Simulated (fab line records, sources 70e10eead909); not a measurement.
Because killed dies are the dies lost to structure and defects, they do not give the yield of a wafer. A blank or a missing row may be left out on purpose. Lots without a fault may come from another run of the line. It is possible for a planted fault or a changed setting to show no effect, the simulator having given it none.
Chamber matching :: flow nand-harc :: NHARC_A_CONTACT_ETCH_91 on rie-diel-07: 4 sister chambers
The step etches the open film in CH3F/O2, target depth 40 nm, time 85.7 s. 45 wafers are shown with their chamber, then 12 later ones without.

## WAFERS WITH THEIR CHAMBER
wafer: L074.2
chamber: 3
showerhead-plenum-p-Torr (Torr): 2.52
drypump-motor-current-A (A): 6.25
rf-vpp-V (V): 243.9

wafer: L074.3
chamber: 0
showerhead-plenum-p-Torr (Torr): 2.56
drypump-motor-current-A (A): 6.17
rf-vpp-V (V): 244.9

wafer: L074.5
chamber: 3
showerhead-plenum-p-Torr (Torr): 2.52
drypump-motor-current-A (A): 6.26
rf-vpp-V (V): 245.5

wafer: L076.1
chamber: 1
showerhead-plenum-p-Torr (Torr): 2.56
drypump-motor-current-A (A): 5.96
rf-vpp-V (V): 246.2

wafer: L076.2
chamber: 0
showerhead-plenum-p-Torr (Torr): 2.56
drypump-motor-current-A (A): 6.18
rf-vpp-V (V): 246.0

wafer: L076.6
chamber: 2
showerhead-plenum-p-Torr (Torr): 2.64
drypump-motor-current-A (A): 6.09
rf-vpp-V (V): 246.1

wafer: L078.2
chamber: 0
showerhead-plenum-p-Torr (Torr): 2.56
drypump-motor-current-A (A): 6.20
rf-vpp-V (V): 245.7

wafer: L078.3
chamber: 3
showerhead-plenum-p-Torr (Torr): 2.52
drypump-motor-current-A (A): 6.27
rf-vpp-V (V): 244.6

wafer: L078.6
chamber: 3
showerhead-plenum-p-Torr (Torr): 2.52
drypump-motor-current-A (A): 6.24
rf-vpp-V (V): 245.6

wafer: L079.1
chamber: 0
showerhead-plenum-p-Torr (Torr): 2.56
drypump-motor-current-A (A): 6.18
rf-vpp-V (V): 244.7

wafer: L079.3
chamber: 3
showerhead-plenum-p-Torr (Torr): 2.52
drypump-motor-current-A (A): 6.24
rf-vpp-V (V): 245.5

wafer: L079.6
chamber: 1
showerhead-plenum-p-Torr (Torr): 2.56
drypump-motor-current-A (A): 5.96
rf-vpp-V (V): 244.4

wafer: L080.2
chamber: 0
showerhead-plenum-p-Torr (Torr): 2.56
drypump-motor-current-A (A): 6.14
rf-vpp-V (V): 245.9

wafer: L080.3
chamber: 3
showerhead-plenum-p-Torr (Torr): 2.51
drypump-motor-current-A (A): 6.25
rf-vpp-V (V): 244.7

wafer: L080.5
chamber: 1
showerhead-plenum-p-Torr (Torr): 2.56
drypump-motor-current-A (A): 5.90
rf-vpp-V (V): 246.4

wafer: L081.3
chamber: 3
showerhead-plenum-p-Torr (Torr): 2.51
drypump-motor-current-A (A): 6.24
rf-vpp-V (V): 244.8

wafer: L081.5
chamber: 3
showerhead-plenum-p-Torr (Torr): 2.51
drypump-motor-current-A (A): 6.24
rf-vpp-V (V): 245.5

wafer: L081.6
chamber: 0
showerhead-plenum-p-Torr (Torr): 2.55
drypump-motor-current-A (A): 6.13
rf-vpp-V (V): 245.0

wafer: L083.2
chamber: 2
showerhead-plenum-p-Torr (Torr): 2.64
drypump-motor-current-A (A): 6.10
rf-vpp-V (V): 247.1

wafer: L083.5
chamber: 2
showerhead-plenum-p-Torr (Torr): 2.64
drypump-motor-current-A (A): 6.08
rf-vpp-V (V): 247.0

wafer: L083.6
chamber: 1
showerhead-plenum-p-Torr (Torr): 2.55
drypump-motor-current-A (A): 5.93
rf-vpp-V (V): 244.5

wafer: L082.2
chamber: 2
showerhead-plenum-p-Torr (Torr): 2.64
drypump-motor-current-A (A): 6.09
rf-vpp-V (V): 246.9

wafer: L082.3
chamber: 3
showerhead-plenum-p-Torr (Torr): 2.51
drypump-motor-current-A (A): 6.24
rf-vpp-V (V): 244.9

wafer: L082.4
chamber: 0
showerhead-plenum-p-Torr (Torr): 2.55
drypump-motor-current-A (A): 6.15
rf-vpp-V (V): 244.9

wafer: L084.1
chamber: 3
showerhead-plenum-p-Torr (Torr): 2.51
drypump-motor-current-A (A): 6.25
rf-vpp-V (V): 246.4

wafer: L084.2
chamber: 0
showerhead-plenum-p-Torr (Torr): 2.55
drypump-motor-current-A (A): 6.18
rf-vpp-V (V): 245.8

wafer: L084.4
chamber: 2
showerhead-plenum-p-Torr (Torr): 2.64
drypump-motor-current-A (A): 6.06
rf-vpp-V (V): 247.5

wafer: L086.1
chamber: 3
showerhead-plenum-p-Torr (Torr): 2.51
drypump-motor-current-A (A): 6.26
rf-vpp-V (V): 245.2

wafer: L086.5
chamber: 3
showerhead-plenum-p-Torr (Torr): 2.51
drypump-motor-current-A (A): 6.26
rf-vpp-V (V): 244.5

wafer: L086.6
chamber: 2
showerhead-plenum-p-Torr (Torr): 2.63
drypump-motor-current-A (A): 6.09
rf-vpp-V (V): 247.2

wafer: L087.3
chamber: 3
showerhead-plenum-p-Torr (Torr): 2.51
drypump-motor-current-A (A): 6.22
rf-vpp-V (V): 244.9

wafer: L087.4
chamber: 0
showerhead-plenum-p-Torr (Torr): 2.55
drypump-motor-current-A (A): 6.20
rf-vpp-V (V): 246.1

wafer: L087.6
chamber: 2
showerhead-plenum-p-Torr (Torr): 2.63
drypump-motor-current-A (A): 6.08
rf-vpp-V (V): 247.5

wafer: L091.1
chamber: 3
showerhead-plenum-p-Torr (Torr): 2.51
drypump-motor-current-A (A): 6.26
rf-vpp-V (V): 245.4

wafer: L091.2
chamber: 0
showerhead-plenum-p-Torr (Torr): 2.55
drypump-motor-current-A (A): 6.18
rf-vpp-V (V): 245.3

wafer: L091.3
chamber: 1
showerhead-plenum-p-Torr (Torr): 2.55
drypump-motor-current-A (A): 5.93
rf-vpp-V (V): 246.9

wafer: L090.2
chamber: 0
showerhead-plenum-p-Torr (Torr): 2.55
drypump-motor-current-A (A): 6.17
rf-vpp-V (V): 245.7

wafer: L090.4
chamber: 1
showerhead-plenum-p-Torr (Torr): 2.55
drypump-motor-current-A (A): 5.93
rf-vpp-V (V): 245.5

wafer: L090.5
chamber: 1
showerhead-plenum-p-Torr (Torr): 2.55
drypump-motor-current-A (A): 5.95
rf-vpp-V (V): 245.5

wafer: L092.4
chamber: 1
showerhead-plenum-p-Torr (Torr): 2.55
drypump-motor-current-A (A): 5.96
rf-vpp-V (V): 245.0

wafer: L092.5
chamber: 2
showerhead-plenum-p-Torr (Torr): 2.63
drypump-motor-current-A (A): 6.07
rf-vpp-V (V): 247.3

wafer: L092.6
chamber: 1
showerhead-plenum-p-Torr (Torr): 2.55
drypump-motor-current-A (A): 5.95
rf-vpp-V (V): 244.2

wafer: L094.1
chamber: 0
showerhead-plenum-p-Torr (Torr): 2.55
drypump-motor-current-A (A): 6.18
rf-vpp-V (V): 245.2

wafer: L094.2
chamber: 2
showerhead-plenum-p-Torr (Torr): 2.63
drypump-motor-current-A (A): 6.09
rf-vpp-V (V): 246.4

wafer: L094.3
chamber: 1
showerhead-plenum-p-Torr (Torr): 2.55
drypump-motor-current-A (A): 5.94
rf-vpp-V (V): 245.5

SIGNATURES (means of the wafers above)
reading: showerhead-plenum-p-Torr
chamber 0: 2.5542
chamber 1: 2.5530
chamber 2: 2.6356
chamber 3: 2.5136
scatter within a chamber: 0.00505

reading: drypump-motor-current-A
chamber 0: 6.1717
chamber 1: 5.9410
chamber 2: 6.0833
chamber 3: 6.2486
scatter within a chamber: 0.017

reading: rf-vpp-V
chamber 0: 245.433
chamber 1: 245.410
chamber 2: 247.000
chamber 3: 245.100
scatter within a chamber: 0.638
Rule: for each reading, subtract the chamber's mean from the wafer's reading, divide by that reading's scatter and square the result; add these up over the readings and take the root, which gives the wafer's distance from the chamber. If the next closest chamber is less than 2 further off than the closest, the wafer can't be placed; otherwise it belongs to the closest. How the scatter is found: for the shown wafers, subtract from each reading the mean of its chamber, square and add these, divide the total by (wafers less chambers), then take the root.

## WAFERS MISSING THEIR CHAMBER
wafer: L093.1
showerhead-plenum-p-Torr (Torr): 2.55
drypump-motor-current-A (A): 6.14
rf-vpp-V (V): 246.6

wafer: L093.3
showerhead-plenum-p-Torr (Torr): 2.50
drypump-motor-current-A (A): 6.26
rf-vpp-V (V): 243.7

wafer: L093.4
showerhead-plenum-p-Torr (Torr): 2.63
drypump-motor-current-A (A): 6.06
rf-vpp-V (V): 246.2

wafer: L095.4
showerhead-plenum-p-Torr (Torr): 2.55
drypump-motor-current-A (A): 5.92
rf-vpp-V (V): 246.3

wafer: L095.5
showerhead-plenum-p-Torr (Torr): 2.55
drypump-motor-current-A (A): 6.17
rf-vpp-V (V): 245.5

wafer: L095.6
showerhead-plenum-p-Torr (Torr): 2.55
drypump-motor-current-A (A): 5.92
rf-vpp-V (V): 244.2

wafer: L097.2
showerhead-plenum-p-Torr (Torr): 2.63
drypump-motor-current-A (A): 6.06
rf-vpp-V (V): 246.8

wafer: L097.3
showerhead-plenum-p-Torr (Torr): 2.54
drypump-motor-current-A (A): 6.19
rf-vpp-V (V): 245.3

wafer: L097.5
showerhead-plenum-p-Torr (Torr): 2.50
drypump-motor-current-A (A): 6.25
rf-vpp-V (V): 246.4

wafer: L096.2
showerhead-plenum-p-Torr (Torr): 2.50
drypump-motor-current-A (A): 6.26
rf-vpp-V (V): 245.1

wafer: L096.3
showerhead-plenum-p-Torr (Torr): 2.63
drypump-motor-current-A (A): 6.07
rf-vpp-V (V): 247.1

wafer: L096.6
showerhead-plenum-p-Torr (Torr): 2.50
drypump-motor-current-A (A): 6.26
rf-vpp-V (V): 244.9

## WHICH CHAMBER EACH WENT THROUGH
wafer: L093.1
from the rows above: 0
in truth: 0

wafer: L093.3
from the rows above: 3
in truth: 3

wafer: L093.4
from the rows above: 2
in truth: 2

wafer: L095.4
from the rows above: 1
in truth: 1

wafer: L095.5
from the rows above: 0
in truth: 0

wafer: L095.6
from the rows above: 1
in truth: 1

wafer: L097.2
from the rows above: 2
in truth: 2

wafer: L097.3
from the rows above: 0
in truth: 0

wafer: L097.5
from the rows above: 3
in truth: 3

wafer: L096.2
from the rows above: 3
in truth: 3

wafer: L096.3
from the rows above: 2
in truth: 2

wafer: L096.6
from the rows above: 3
in truth: 3
12 of 12 placed correctly. From these rows, 0 cannot be placed. Number placed wrongly: 0.
